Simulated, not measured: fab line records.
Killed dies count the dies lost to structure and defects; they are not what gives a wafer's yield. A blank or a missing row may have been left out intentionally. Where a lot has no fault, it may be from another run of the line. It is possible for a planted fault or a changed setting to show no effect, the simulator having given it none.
Which tool is to blame? / flow n5Finfet / 24 lots with 72 wafers sampled at 6 steps, on a route of 1938 steps

== WHAT THE GAUGES READ, wafer by wafer ==
N5_BEOL_M2_CD_MEAS_18: pitch 36 nm, target cd 18 nm.
lot=L074; measured=day 6 12:19; on=cdSem-02; cdNm (nm)=18.6 18.0 18.1
lot=L075; measured=day 6 13:37; on=cdSem-03; cdNm (nm)=18.3 18.1 17.2
lot=L076; measured=day 6 19:29; on=cdSem-03; cdNm (nm)=18.8 17.8 18.4
lot=L077; measured=day 7 05:53; on=cdSem-03; cdNm (nm)=18.5 18.5 18.8
lot=L078; measured=day 7 11:55; on=cdSem-03; cdNm (nm)=18.4 18.6 17.9
lot=L079; measured=day 7 16:46; on=cdSem-01; cdNm (nm)=17.9 18.0 18.3
lot=L080; measured=day 8 07:44; on=cdSem-01; cdNm (nm)=18.2 18.3 18.5
lot=L081; measured=day 8 11:40; on=cdSem-03; cdNm (nm)=18.6 17.8 17.6
lot=L082; measured=day 8 12:22; on=cdSem-03; cdNm (nm)=17.9 18.3 18.0
lot=L083; measured=day 8 17:02; on=cdSem-03; cdNm (nm)=17.7 17.9 17.9
lot=L084; measured=day 8 19:47; on=cdSem-02; cdNm (nm)=18.0 17.3 18.4
lot=L086; measured=day 9 13:31; on=cdSem-03; cdNm (nm)=18.2 17.8 18.4
lot=L085; measured=day 9 18:40; on=cdSem-01; cdNm (nm)=17.7 18.4 17.7
lot=L087; measured=day 9 21:01; on=cdSem-02; cdNm (nm)=17.7 18.1 17.4
lot=L088; measured=day 9 23:59; on=cdSem-02; cdNm (nm)=17.6 17.5 18.1
lot=L089; measured=day 10 06:13; on=cdSem-01; cdNm (nm)=17.5 17.4 17.0
lot=L090; measured=day 10 13:19; on=cdSem-02; cdNm (nm)=18.2 18.3 18.2
lot=L091; measured=day 10 21:13; on=cdSem-01; cdNm (nm)=17.4 18.7 17.6
lot=L092; measured=day 11 03:25; on=cdSem-01; cdNm (nm)=17.7 17.4 17.9
lot=L093; measured=day 11 02:43; on=cdSem-01; cdNm (nm)=18.7 17.9 18.4
lot=L094; measured=day 11 13:32; on=cdSem-03; cdNm (nm)=18.4 17.7 18.0
lot=L095; measured=day 12 00:56; on=cdSem-02; cdNm (nm)=17.9 17.7 18.2
lot=L096; measured=day 12 07:13; on=cdSem-01; cdNm (nm)=17.9 19.0 18.0
lot=L097; measured=day 12 15:47; on=cdSem-02; cdNm (nm)=18.2 18.6 18.6

N5_BEOL_M2_INSPECT_30: inspects for defects (brightfield).
lot=L074; measured=day 6 12:52; on=defectInspect-02; rawDefectCount=457 417 513
lot=L075; measured=day 6 14:08; on=defectInspect-02; rawDefectCount=578 531 496
lot=L076; measured=day 6 20:02; on=defectInspect-02; rawDefectCount=424 583 264
lot=L077; measured=day 7 06:17; on=defectInspect-01; rawDefectCount=447 423 407
lot=L078; measured=day 7 12:22; on=defectInspect-01; rawDefectCount=696 487 579
lot=L079; measured=day 7 17:11; on=defectInspect-01; rawDefectCount=529 391 429
lot=L080; measured=day 8 08:17; on=defectInspect-02; rawDefectCount=348 462 312
lot=L081; measured=day 8 12:04; on=defectInspect-01; rawDefectCount=457 453 423
lot=L082; measured=day 8 12:53; on=defectInspect-01; rawDefectCount=397 546 494
lot=L083; measured=day 8 17:34; on=defectInspect-02; rawDefectCount=277 399 411
lot=L084; measured=day 8 20:20; on=defectInspect-02; rawDefectCount=539 388 417
lot=L086; measured=day 9 13:56; on=defectInspect-01; rawDefectCount=411 345 382
lot=L085; measured=day 9 19:12; on=defectInspect-02; rawDefectCount=525 481 614
lot=L087; measured=day 9 21:34; on=defectInspect-02; rawDefectCount=360 330 491
lot=L088; measured=day 10 00:31; on=defectInspect-02; rawDefectCount=404 638 405
lot=L089; measured=day 10 06:44; on=defectInspect-01; rawDefectCount=405 345 350
lot=L090; measured=day 10 13:44; on=defectInspect-02; rawDefectCount=398 329 357
lot=L091; measured=day 10 21:53; on=defectInspect-02; rawDefectCount=526 673 506
lot=L092; measured=day 11 03:56; on=defectInspect-02; rawDefectCount=280 313 331
lot=L093; measured=day 11 03:15; on=defectInspect-02; rawDefectCount=380 491 600
lot=L094; measured=day 11 14:05; on=defectInspect-02; rawDefectCount=447 666 382
lot=L095; measured=day 12 01:28; on=defectInspect-01; rawDefectCount=518 699 522
lot=L096; measured=day 12 07:38; on=defectInspect-01; rawDefectCount=540 396 518
lot=L097; measured=day 12 16:19; on=defectInspect-02; rawDefectCount=519 434 400

== TOOL THAT RAN EACH LOT (tool first, then ch and the chambers of the sampled wafers, then the start) ==
lot=L074; N5_BEOL_M1_ETCH_69=rieDiel-02 ch 0,1,2, day 6 01:49; N5_BEOL_M1_ETCHBACK_99=rieDiel-03 ch 0,3, day 6 04:30; N5_BEOL_M1_SPUTTER_86=pvdSputter-02, day 6 07:06; N5_BEOL_M2_HM_DEP_02=pvdSputter-03, day 6 11:19
lot=L075; N5_BEOL_M1_ETCH_69=rieDiel-01 ch 0,1,2, day 6 07:04; N5_BEOL_M1_ETCHBACK_99=rieDiel-01 ch 0,1, day 6 07:39; N5_BEOL_M1_SPUTTER_86=pvdSputter-01, day 6 09:53; N5_BEOL_M2_HM_DEP_02=pvdSputter-03, day 6 12:32
lot=L076; N5_BEOL_M1_ETCH_69=rieDiel-03 ch 1,3, day 6 11:39; N5_BEOL_M1_ETCHBACK_99=rieDiel-02 ch 1,3, day 6 12:11; N5_BEOL_M1_SPUTTER_86=pvdSputter-01, day 6 15:53; N5_BEOL_M2_HM_DEP_02=pvdSputter-02, day 6 18:32
lot=L077; N5_BEOL_M1_ETCH_69=rieDiel-01 ch 0,1, day 6 19:05; N5_BEOL_M1_ETCHBACK_99=rieDiel-01 ch 0,1, day 7 00:16; N5_BEOL_M1_SPUTTER_86=pvdSputter-03, day 7 02:32; N5_BEOL_M2_HM_DEP_02=pvdSputter-02, day 7 04:54
lot=L078; N5_BEOL_M1_ETCH_69=rieDiel-02 ch 0,2,3, day 7 03:13; N5_BEOL_M1_ETCHBACK_99=rieDiel-02 ch 0,1,3, day 7 06:14; N5_BEOL_M1_SPUTTER_86=pvdSputter-02, day 7 08:23; N5_BEOL_M2_HM_DEP_02=pvdSputter-02, day 7 10:50
lot=L079; N5_BEOL_M1_ETCH_69=rieDiel-03 ch 0,1,2, day 7 08:17; N5_BEOL_M1_ETCHBACK_99=rieDiel-02 ch 0,1,3, day 7 09:15; N5_BEOL_M1_SPUTTER_86=pvdSputter-03, day 7 11:36; N5_BEOL_M2_HM_DEP_02=pvdSputter-02, day 7 15:49
lot=L080; N5_BEOL_M1_ETCH_69=rieDiel-03 ch 1,2, day 7 14:46; N5_BEOL_M1_ETCHBACK_99=rieDiel-01 ch 1,3, day 8 01:05; N5_BEOL_M1_SPUTTER_86=pvdSputter-01, day 8 04:01; N5_BEOL_M2_HM_DEP_02=pvdSputter-01, day 8 06:34
lot=L081; N5_BEOL_M1_ETCH_69=rieDiel-02 ch 1,2,3, day 8 02:26; N5_BEOL_M1_ETCHBACK_99=rieDiel-01 ch 0,1, day 8 04:56; N5_BEOL_M1_SPUTTER_86=pvdSputter-02, day 8 07:26; N5_BEOL_M2_HM_DEP_02=pvdSputter-02, day 8 10:29
lot=L082; N5_BEOL_M1_ETCH_69=rieDiel-02 ch 0,3, day 8 04:30; N5_BEOL_M1_ETCHBACK_99=rieDiel-02 ch 0,2,3, day 8 06:13; N5_BEOL_M1_SPUTTER_86=pvdSputter-03, day 8 08:37; N5_BEOL_M2_HM_DEP_02=pvdSputter-01, day 8 11:25
lot=L083; N5_BEOL_M1_ETCH_69=rieDiel-02 ch 1,2, day 8 11:04; N5_BEOL_M1_ETCHBACK_99=rieDiel-02 ch 0,2, day 8 11:16; N5_BEOL_M1_SPUTTER_86=pvdSputter-01, day 8 13:05; N5_BEOL_M2_HM_DEP_02=pvdSputter-03, day 8 15:50
lot=L084; N5_BEOL_M1_ETCH_69=rieDiel-03 ch 0,1,3, day 8 11:33; N5_BEOL_M1_ETCHBACK_99=rieDiel-01 ch 0,2,3, day 8 11:46; N5_BEOL_M1_SPUTTER_86=pvdSputter-03, day 8 13:43; N5_BEOL_M2_HM_DEP_02=pvdSputter-01, day 8 17:41
lot=L086; N5_BEOL_M1_ETCH_69=rieDiel-02 ch 0,2,3, day 9 04:01; N5_BEOL_M1_ETCHBACK_99=rieDiel-03 ch 0,2, day 9 06:39; N5_BEOL_M1_SPUTTER_86=pvdSputter-01, day 9 08:53; N5_BEOL_M2_HM_DEP_02=pvdSputter-03, day 9 12:28
lot=L085; N5_BEOL_M1_ETCH_69=rieDiel-02 ch 1,2,3, day 9 04:16; N5_BEOL_M1_ETCHBACK_99=rieDiel-02 ch 0,1, day 9 12:05; N5_BEOL_M1_SPUTTER_86=pvdSputter-02, day 9 14:37; N5_BEOL_M2_HM_DEP_02=pvdSputter-02, day 9 17:17
lot=L087; N5_BEOL_M1_ETCH_69=rieDiel-03 ch 0,2, day 9 08:46; N5_BEOL_M1_ETCHBACK_99=rieDiel-03 ch 0,1,2, day 9 13:20; N5_BEOL_M1_SPUTTER_86=pvdSputter-01, day 9 15:32; N5_BEOL_M2_HM_DEP_02=pvdSputter-01, day 9 19:44
lot=L088; N5_BEOL_M1_ETCH_69=rieDiel-01 ch 0,2,3, day 9 15:54; N5_BEOL_M1_ETCHBACK_99=rieDiel-03 ch 0,2, day 9 16:35; N5_BEOL_M1_SPUTTER_86=pvdSputter-02, day 9 20:29; N5_BEOL_M2_HM_DEP_02=pvdSputter-01, day 9 22:53
lot=L089; N5_BEOL_M1_ETCH_69=rieDiel-03 ch 0,1, day 9 22:57; N5_BEOL_M1_ETCHBACK_99=rieDiel-03 ch 2,3, day 10 00:16; N5_BEOL_M1_SPUTTER_86=pvdSputter-02, day 10 02:16; N5_BEOL_M2_HM_DEP_02=pvdSputter-01, day 10 05:14
lot=L090; N5_BEOL_M1_ETCH_69=rieDiel-03 ch 1,3, day 10 05:54; N5_BEOL_M1_ETCHBACK_99=rieDiel-01 ch 0,1, day 10 06:08; N5_BEOL_M1_SPUTTER_86=pvdSputter-03, day 10 08:17; N5_BEOL_M2_HM_DEP_02=pvdSputter-02, day 10 12:14
lot=L091; N5_BEOL_M1_ETCH_69=rieDiel-02 ch 0,1, day 10 07:08; N5_BEOL_M1_ETCHBACK_99=rieDiel-01 ch 0,1, day 10 14:40; N5_BEOL_M1_SPUTTER_86=pvdSputter-01, day 10 17:03; N5_BEOL_M2_HM_DEP_02=pvdSputter-02, day 10 19:56
lot=L092; N5_BEOL_M1_ETCH_69=rieDiel-03 ch 1,2,3, day 10 19:47; N5_BEOL_M1_ETCHBACK_99=rieDiel-02 ch 0,1,2, day 10 19:59; N5_BEOL_M1_SPUTTER_86=pvdSputter-02, day 10 23:01; N5_BEOL_M2_HM_DEP_02=pvdSputter-03, day 11 02:08
lot=L093; N5_BEOL_M1_ETCH_69=rieDiel-01 ch 0,2, day 10 20:31; N5_BEOL_M1_ETCHBACK_99=rieDiel-01 ch 0,1,3, day 10 20:44; N5_BEOL_M1_SPUTTER_86=pvdSputter-03, day 10 22:46; N5_BEOL_M2_HM_DEP_02=pvdSputter-01, day 11 01:32
lot=L094; N5_BEOL_M1_ETCH_69=rieDiel-02 ch 0,2,3, day 11 02:47; N5_BEOL_M1_ETCHBACK_99=rieDiel-03 ch 0,1,3, day 11 07:02; N5_BEOL_M1_SPUTTER_86=pvdSputter-01, day 11 09:26; N5_BEOL_M2_HM_DEP_02=pvdSputter-03, day 11 12:25
lot=L095; N5_BEOL_M1_ETCH_69=rieDiel-01 ch 0,1, day 11 13:38; N5_BEOL_M1_ETCHBACK_99=rieDiel-01 ch 0,3, day 11 17:22; N5_BEOL_M1_SPUTTER_86=pvdSputter-01, day 11 19:53; N5_BEOL_M2_HM_DEP_02=pvdSputter-03, day 11 23:40
lot=L096; N5_BEOL_M1_ETCH_69=rieDiel-03 ch 0,1,3, day 11 18:16; N5_BEOL_M1_ETCHBACK_99=rieDiel-03 ch 0,1, day 11 21:55; N5_BEOL_M1_SPUTTER_86=pvdSputter-01, day 12 00:26; N5_BEOL_M2_HM_DEP_02=pvdSputter-03, day 12 06:07
lot=L097; N5_BEOL_M1_ETCH_69=rieDiel-01 ch 0,1,3, day 12 04:18; N5_BEOL_M1_ETCHBACK_99=rieDiel-02 ch 0,1,2, day 12 07:12; N5_BEOL_M1_SPUTTER_86=pvdSputter-01, day 12 12:00; N5_BEOL_M2_HM_DEP_02=pvdSputter-01, day 12 14:34
- N5_BEOL_M1_ETCH_69: etches SiARC in CF4, target depth 15.6 nm, time 26 s.
- N5_BEOL_M1_ETCHBACK_99: etches SiO2 in CHF3, target depth 5 nm, time 10.4 s.
- N5_BEOL_M1_SPUTTER_86: material Cu, target thk 4.5 nm, time 8.29 s.
- N5_BEOL_M2_HM_DEP_02: deposits TiN, target thk 20 nm.

== WHAT THE TOOLS THEMSELVES READ (means of the sampled wafers that have a number; where no wafer has one, the mark that the record gives instead) ==
N5_BEOL_M1_ETCH_69.
lot=L074; tool=rieDiel-02; drypumpMotorCurrentA (A)=5.7; etchRfOnTimeS (s)=26.6; oesProductAu (a.u.)=0.66; rfFwdPowerW (W)=534.1; rfVppV (V)=183.7; showerheadPlenumPTorr (Torr)=2.09; throttleValvePct (%)=15.54
lot=L075; tool=rieDiel-01; drypumpMotorCurrentA (A)=5.9; etchRfOnTimeS (s)=25.6; oesProductAu (a.u.)=0.67; rfFwdPowerW (W)=532.7; rfVppV (V)=184.0; showerheadPlenumPTorr (Torr)=2.12; throttleValvePct (%)=15.61
lot=L076; tool=rieDiel-03; drypumpMotorCurrentA (A)=5.5; etchRfOnTimeS (s)=25.3; oesProductAu (a.u.)=0.65; rfFwdPowerW (W)=529.9; rfVppV (V)=183.5; showerheadPlenumPTorr (Torr)=2.07; throttleValvePct (%)=15.78
lot=L077; tool=rieDiel-01; drypumpMotorCurrentA (A)=5.9; etchRfOnTimeS (s)=26.0; oesProductAu (a.u.)=0.72; rfFwdPowerW (W)=532.4; rfVppV (V)=184.3; showerheadPlenumPTorr (Torr)=2.14; throttleValvePct (%)=15.35
lot=L078; tool=rieDiel-02; drypumpMotorCurrentA (A)=5.4; etchRfOnTimeS (s)=26.4; oesProductAu (a.u.)=0.71; rfFwdPowerW (W)=532.6; rfVppV (V)=183.7; showerheadPlenumPTorr (Torr)=2.13; throttleValvePct (%)=15.46
lot=L079; tool=rieDiel-03; drypumpMotorCurrentA (A)=5.5; etchRfOnTimeS (s)=25.6; oesProductAu (a.u.)=0.62; rfFwdPowerW (W)=531.5; rfVppV (V)=184.3; showerheadPlenumPTorr (Torr)=2.15; throttleValvePct (%)=15.89
lot=L080; tool=rieDiel-03; drypumpMotorCurrentA (A)=5.6; etchRfOnTimeS (s)=25.3; oesProductAu (a.u.)=0.64; rfFwdPowerW (W)=531.8; rfVppV (V)=183.2; showerheadPlenumPTorr (Torr)=2.09; throttleValvePct (%)=15.81
lot=L081; tool=rieDiel-02; drypumpMotorCurrentA (A)=5.8; etchRfOnTimeS (s)=25.9; oesProductAu (a.u.)=0.67; rfFwdPowerW (W)=534.5; rfVppV (V)=184.2; showerheadPlenumPTorr (Torr)=2.14; throttleValvePct (%)=15.51
lot=L082; tool=rieDiel-02; drypumpMotorCurrentA (A)=5.4; etchRfOnTimeS (s)=27.0; oesProductAu (a.u.)=0.73; rfFwdPowerW (W)=532.9; rfVppV (V)=184.9; showerheadPlenumPTorr (Torr)=2.20; throttleValvePct (%)=15.34
lot=L083; tool=rieDiel-02; drypumpMotorCurrentA (A)=6.0; etchRfOnTimeS (s)=26.0; oesProductAu (a.u.)=0.62; rfFwdPowerW (W)=534.9; rfVppV (V)=183.4; showerheadPlenumPTorr (Torr)=2.10; throttleValvePct (%)=15.58
lot=L084; tool=rieDiel-03; drypumpMotorCurrentA (A)=5.4; etchRfOnTimeS (s)=25.3; oesProductAu (a.u.)=0.63; rfFwdPowerW (W)=532.3; rfVppV (V)=184.0; showerheadPlenumPTorr (Torr)=2.12; throttleValvePct (%)=15.88
lot=L086; tool=rieDiel-02; drypumpMotorCurrentA (A)=5.4; etchRfOnTimeS (s)=26.6; oesProductAu (a.u.)=0.69; rfFwdPowerW (W)=531.7; rfVppV (V)=184.0; showerheadPlenumPTorr (Torr)=2.13; throttleValvePct (%)=15.49
lot=L085; tool=rieDiel-02; drypumpMotorCurrentA (A)=5.8; etchRfOnTimeS (s)=26.2; oesProductAu (a.u.)=0.66; rfFwdPowerW (W)=533.6; rfVppV (V)=184.0; showerheadPlenumPTorr (Torr)=2.14; throttleValvePct (%)=15.51
lot=L087; tool=rieDiel-03; drypumpMotorCurrentA (A)=5.4; etchRfOnTimeS (s)=25.3; oesProductAu (a.u.)=0.61; rfFwdPowerW (W)=532.5; rfVppV (V)=184.5; showerheadPlenumPTorr (Torr)=2.20; throttleValvePct (%)=15.95
lot=L088; tool=rieDiel-01; drypumpMotorCurrentA (A)=5.9; etchRfOnTimeS (s)=25.9; oesProductAu (a.u.)=0.65; rfFwdPowerW (W)=532.0; rfVppV (V)=183.4; showerheadPlenumPTorr (Torr)=2.16; throttleValvePct (%)=15.76
lot=L089; tool=rieDiel-03; drypumpMotorCurrentA (A)=5.7; etchRfOnTimeS (s)=25.5; oesProductAu (a.u.)=0.63; rfFwdPowerW (W)=532.6; rfVppV (V)=184.3; showerheadPlenumPTorr (Torr)=2.15; throttleValvePct (%)=15.99
lot=L090; tool=rieDiel-03; drypumpMotorCurrentA (A)=5.3; etchRfOnTimeS (s)=25.3; oesProductAu (a.u.)=0.62; rfFwdPowerW (W)=532.7; rfVppV (V)=183.7; showerheadPlenumPTorr (Torr)=2.09; throttleValvePct (%)=15.82
lot=L091; tool=rieDiel-02; drypumpMotorCurrentA (A)=5.5; etchRfOnTimeS (s)=27.3; oesProductAu (a.u.)=0.66; rfFwdPowerW (W)=532.2; rfVppV (V)=184.6; showerheadPlenumPTorr (Torr)=2.11; throttleValvePct (%)=15.55
lot=L092; tool=rieDiel-03; drypumpMotorCurrentA (A)=5.4; etchRfOnTimeS (s)=25.4; oesProductAu (a.u.)=0.62; rfFwdPowerW (W)=531.0; rfVppV (V)=183.7; showerheadPlenumPTorr (Torr)=2.11; throttleValvePct (%)=15.87
lot=L093; tool=rieDiel-01; drypumpMotorCurrentA (A)=5.6; etchRfOnTimeS (s)=26.0; oesProductAu (a.u.)=0.69; rfFwdPowerW (W)=533.6; rfVppV (V)=184.0; showerheadPlenumPTorr (Torr)=2.15; throttleValvePct (%)=15.61
lot=L094; tool=rieDiel-02; drypumpMotorCurrentA (A)=5.4; etchRfOnTimeS (s)=26.4; oesProductAu (a.u.)=0.68; rfFwdPowerW (W)=533.0; rfVppV (V)=184.1; showerheadPlenumPTorr (Torr)=2.13; throttleValvePct (%)=15.51
lot=L095; tool=rieDiel-01; drypumpMotorCurrentA (A)=6.3; etchRfOnTimeS (s)=26.0; oesProductAu (a.u.)=0.63; rfFwdPowerW (W)=531.2; rfVppV (V)=184.3; showerheadPlenumPTorr (Torr)=2.08; throttleValvePct (%)=15.49
lot=L096; tool=rieDiel-03; drypumpMotorCurrentA (A)=5.4; etchRfOnTimeS (s)=25.4; oesProductAu (a.u.)=0.62; rfFwdPowerW (W)=531.6; rfVppV (V)=184.1; showerheadPlenumPTorr (Torr)=2.11; throttleValvePct (%)=15.95
lot=L097; tool=rieDiel-01; drypumpMotorCurrentA (A)=6.3; etchRfOnTimeS (s)=26.0; oesProductAu (a.u.)=0.64; rfFwdPowerW (W)=530.8; rfVppV (V)=184.1; showerheadPlenumPTorr (Torr)=2.14; throttleValvePct (%)=15.60

N5_BEOL_M1_ETCHBACK_99.
lot=L074; tool=rieDiel-03; drypumpMotorCurrentA (A)=5.3; oes_ar_750_au (a.u.)=0.75; oesProductAu (a.u.)=0.74; rfFwdPowerW (W)=212.6; rfVppV (V)=242; showerheadPlenumPTorr (Torr)=2.15; throttleValvePct (%)=17.27
lot=L075; tool=rieDiel-01; drypumpMotorCurrentA (A)=5.9; oes_ar_750_au (a.u.)=0.86; oesProductAu (a.u.)=0.85; rfFwdPowerW (W)=212.4; rfVppV (V)=236; showerheadPlenumPTorr (Torr)=2.14; throttleValvePct (%)=16.76
lot=L076; tool=rieDiel-02; drypumpMotorCurrentA (A)=6.0; oes_ar_750_au (a.u.)=0.79; oesProductAu (a.u.)=0.80; rfFwdPowerW (W)=212.1; rfVppV (V)=237; showerheadPlenumPTorr (Torr)=2.21; throttleValvePct (%)=17.03
lot=L077; tool=rieDiel-01; drypumpMotorCurrentA (A)=6.3; oes_ar_750_au (a.u.)=0.79; oesProductAu (a.u.)=0.77; rfFwdPowerW (W)=212.6; rfVppV (V)=231; showerheadPlenumPTorr (Torr)=2.10; throttleValvePct (%)=16.81
lot=L078; tool=rieDiel-02; drypumpMotorCurrentA (A)=5.7; oes_ar_750_au (a.u.)=0.82; oesProductAu (a.u.)=0.83; rfFwdPowerW (W)=213.1; rfVppV (V)=239; showerheadPlenumPTorr (Torr)=2.19; throttleValvePct (%)=16.98
lot=L079; tool=rieDiel-02; drypumpMotorCurrentA (A)=5.7; oes_ar_750_au (a.u.)=0.82; oesProductAu (a.u.)=0.83; rfFwdPowerW (W)=213.5; rfVppV (V)=239; showerheadPlenumPTorr (Torr)=2.19; throttleValvePct (%)=16.98
lot=L080; tool=rieDiel-01; drypumpMotorCurrentA (A)=6.6; oes_ar_750_au (a.u.)=0.72; oesProductAu (a.u.)=0.70; rfFwdPowerW (W)=212.2; rfVppV (V)=237; showerheadPlenumPTorr (Torr)=2.12; throttleValvePct (%)=17.02
lot=L081; tool=rieDiel-01; drypumpMotorCurrentA (A)=6.2; oes_ar_750_au (a.u.)=0.78; oesProductAu (a.u.)=0.77; rfFwdPowerW (W)=213.5; rfVppV (V)=230; showerheadPlenumPTorr (Torr)=2.10; throttleValvePct (%)=16.82
lot=L082; tool=rieDiel-02; drypumpMotorCurrentA (A)=5.4; oes_ar_750_au (a.u.)=0.80; oesProductAu (a.u.)=0.82; rfFwdPowerW (W)=213.0; rfVppV (V)=242; showerheadPlenumPTorr (Torr)=2.14; throttleValvePct (%)=16.93
lot=L083; tool=rieDiel-02; drypumpMotorCurrentA (A)=5.5; oes_ar_750_au (a.u.)=0.76; oesProductAu (a.u.)=0.75; rfFwdPowerW (W)=212.6; rfVppV (V)=245; showerheadPlenumPTorr (Torr)=2.05; throttleValvePct (%)=16.95
lot=L084; tool=rieDiel-01; drypumpMotorCurrentA (A)=6.0; oes_ar_750_au (a.u.)=0.77; oesProductAu (a.u.)=0.79; rfFwdPowerW (W)=212.3; rfVppV (V)=252; showerheadPlenumPTorr (Torr)=2.19; throttleValvePct (%)=17.19
lot=L086; tool=rieDiel-03; drypumpMotorCurrentA (A)=5.4; oes_ar_750_au (a.u.)=0.72; oesProductAu (a.u.)=0.70; rfFwdPowerW (W)=212.8; rfVppV (V)=233; showerheadPlenumPTorr (Torr)=2.22; throttleValvePct (%)=17.47
lot=L085; tool=rieDiel-02; drypumpMotorCurrentA (A)=5.9; oes_ar_750_au (a.u.)=0.76; oesProductAu (a.u.)=0.76; rfFwdPowerW (W)=213.7; rfVppV (V)=242; showerheadPlenumPTorr (Torr)=2.14; throttleValvePct (%)=17.07
lot=L087; tool=rieDiel-03; drypumpMotorCurrentA (A)=5.5; oes_ar_750_au (a.u.)=0.73; oesProductAu (a.u.)=0.72; rfFwdPowerW (W)=211.9; rfVppV (V)=235; showerheadPlenumPTorr (Torr)=2.17; throttleValvePct (%)=17.46
lot=L088; tool=rieDiel-03; drypumpMotorCurrentA (A)=5.5; oes_ar_750_au (a.u.)=0.72; oesProductAu (a.u.)=0.71; rfFwdPowerW (W)=213.4; rfVppV (V)=234; showerheadPlenumPTorr (Torr)=2.23; throttleValvePct (%)=17.57
lot=L089; tool=rieDiel-03; drypumpMotorCurrentA (A)=5.1; oes_ar_750_au (a.u.)=0.71; oesProductAu (a.u.)=0.72; rfFwdPowerW (W)=212.3; rfVppV (V)=240; showerheadPlenumPTorr (Torr)=2.14; throttleValvePct (%)=17.22
lot=L090; tool=rieDiel-01; drypumpMotorCurrentA (A)=5.9; oes_ar_750_au (a.u.)=0.81; oesProductAu (a.u.)=0.80; rfFwdPowerW (W)=212.5; rfVppV (V)=236; showerheadPlenumPTorr (Torr)=2.13; throttleValvePct (%)=16.82
lot=L091; tool=rieDiel-01; drypumpMotorCurrentA (A)=6.3; oes_ar_750_au (a.u.)=0.76; oesProductAu (a.u.)=0.75; rfFwdPowerW (W)=212.1; rfVppV (V)=229; showerheadPlenumPTorr (Torr)=2.09; throttleValvePct (%)=16.86
lot=L092; tool=rieDiel-02; drypumpMotorCurrentA (A)=5.7; oes_ar_750_au (a.u.)=0.74; oesProductAu (a.u.)=0.75; rfFwdPowerW (W)=213.7; rfVppV (V)=243; showerheadPlenumPTorr (Torr)=2.09; throttleValvePct (%)=17.05
lot=L093; tool=rieDiel-01; drypumpMotorCurrentA (A)=6.2; oes_ar_750_au (a.u.)=0.75; oesProductAu (a.u.)=0.75; rfFwdPowerW (W)=212.4; rfVppV (V)=242; showerheadPlenumPTorr (Torr)=2.15; throttleValvePct (%)=17.02
lot=L094; tool=rieDiel-03; drypumpMotorCurrentA (A)=5.5; oes_ar_750_au (a.u.)=0.73; oesProductAu (a.u.)=0.72; rfFwdPowerW (W)=212.6; rfVppV (V)=239; showerheadPlenumPTorr (Torr)=2.13; throttleValvePct (%)=17.38
lot=L095; tool=rieDiel-01; drypumpMotorCurrentA (A)=5.9; oes_ar_750_au (a.u.)=0.80; oesProductAu (a.u.)=0.80; rfFwdPowerW (W)=212.4; rfVppV (V)=248; showerheadPlenumPTorr (Torr)=2.20; throttleValvePct (%)=17.01
lot=L096; tool=rieDiel-03; drypumpMotorCurrentA (A)=5.7; oes_ar_750_au (a.u.)=0.72; oesProductAu (a.u.)=0.73; rfFwdPowerW (W)=211.0; rfVppV (V)=237; showerheadPlenumPTorr (Torr)=2.10; throttleValvePct (%)=17.46
lot=L097; tool=rieDiel-02; drypumpMotorCurrentA (A)=5.7; oes_ar_750_au (a.u.)=0.73; oesProductAu (a.u.)=0.74; rfFwdPowerW (W)=213.3; rfVppV (V)=244; showerheadPlenumPTorr (Torr)=2.09; throttleValvePct (%)=17.06

N5_BEOL_M1_SPUTTER_86.
lot=L074; tool=pvdSputter-02; throttleValvePct (%)=28.7
lot=L075; tool=pvdSputter-01; throttleValvePct (%)=30.1
lot=L076; tool=pvdSputter-01; throttleValvePct (%)=30.1
lot=L077; tool=pvdSputter-03; throttleValvePct (%)=29.3
lot=L078; tool=pvdSputter-02; throttleValvePct (%)=29.7
lot=L079; tool=pvdSputter-03; throttleValvePct (%)=30.0
lot=L080; tool=pvdSputter-01; throttleValvePct (%)=30.0
lot=L081; tool=pvdSputter-02; throttleValvePct (%)=28.7
lot=L082; tool=pvdSputter-03; throttleValvePct (%)=29.7
lot=L083; tool=pvdSputter-01; throttleValvePct (%)=30.0
lot=L084; tool=pvdSputter-03; throttleValvePct (%)=30.1
lot=L086; tool=pvdSputter-01; throttleValvePct (%)=29.7
lot=L085; tool=pvdSputter-02; throttleValvePct (%)=28.7
lot=L087; tool=pvdSputter-01; throttleValvePct (%)=29.6
lot=L088; tool=pvdSputter-02; throttleValvePct (%)=29.9
lot=L089; tool=pvdSputter-02; throttleValvePct (%)=29.4
lot=L090; tool=pvdSputter-03; throttleValvePct (%)=30.7
lot=L091; tool=pvdSputter-01; throttleValvePct (%)=29.7
lot=L092; tool=pvdSputter-02; throttleValvePct (%)=28.8
lot=L093; tool=pvdSputter-03; throttleValvePct (%)=29.7
lot=L094; tool=pvdSputter-01; throttleValvePct (%)=29.6
lot=L095; tool=pvdSputter-01; throttleValvePct (%)=30.3
lot=L096; tool=pvdSputter-01; throttleValvePct (%)=30.0
lot=L097; tool=pvdSputter-01; throttleValvePct (%)=29.6

N5_BEOL_M2_HM_DEP_02.
lot=L074; tool=pvdSputter-03; throttleValvePct (%)=30.3
lot=L075; tool=pvdSputter-03; throttleValvePct (%)=30.3
lot=L076; tool=pvdSputter-02; throttleValvePct (%)=28.7
lot=L077; tool=pvdSputter-02; throttleValvePct (%)=29.3
lot=L078; tool=pvdSputter-02; throttleValvePct (%)=29.3
lot=L079; tool=pvdSputter-02; throttleValvePct (%)=28.9
lot=L080; tool=pvdSputter-01; throttleValvePct (%)=30.0
lot=L081; tool=pvdSputter-02; throttleValvePct (%)=28.8
lot=L082; tool=pvdSputter-01; throttleValvePct (%)=30.3
lot=L083; tool=pvdSputter-03; throttleValvePct (%)=30.3
lot=L084; tool=pvdSputter-01; throttleValvePct (%)=30.0
lot=L086; tool=pvdSputter-03; throttleValvePct (%)=30.1
lot=L085; tool=pvdSputter-02; throttleValvePct (%)=29.9
lot=L087; tool=pvdSputter-01; throttleValvePct (%)=29.8
lot=L088; tool=pvdSputter-01; throttleValvePct (%)=29.7
lot=L089; tool=pvdSputter-01; throttleValvePct (%)=29.2
lot=L090; tool=pvdSputter-02; throttleValvePct (%)=30.2
lot=L091; tool=pvdSputter-02; throttleValvePct (%)=30.2
lot=L092; tool=pvdSputter-03; throttleValvePct (%)=30.0
lot=L093; tool=pvdSputter-01; throttleValvePct (%)=29.6
lot=L094; tool=pvdSputter-03; throttleValvePct (%)=30.4
lot=L095; tool=pvdSputter-03; throttleValvePct (%)=29.6
lot=L096; tool=pvdSputter-03; throttleValvePct (%)=30.3
lot=L097; tool=pvdSputter-01; throttleValvePct (%)=29.9

== THE ANSWER, worked out from the rows above alone ==
Rule: the usual values come from the lots themselves. The widest of any qualifying gaps counts: lots, ordered by their means at a reading, are off when they make up no more than a third of the lots, leave a main group of 4 or more, and stand apart from it by 3 or more times the standard deviation of that group's means. If all means in a main group match to the digits the tables above print for the reading, that group is not used. Also off: a lot with no number at a reading for which 4 or more lots have one. All remaining lots with rows at the step are treated as sound. After the gauges, taken in route order, come the tools' own readings; for these a lot's mean is taken, as printed above. At the first step where some lot is off, the reading lying furthest off is the one used; lots without a number count as furthest.
None of the lots is off at any reading shown; this tells nothing.

== WHAT THE SIMULATOR PUT IN ==
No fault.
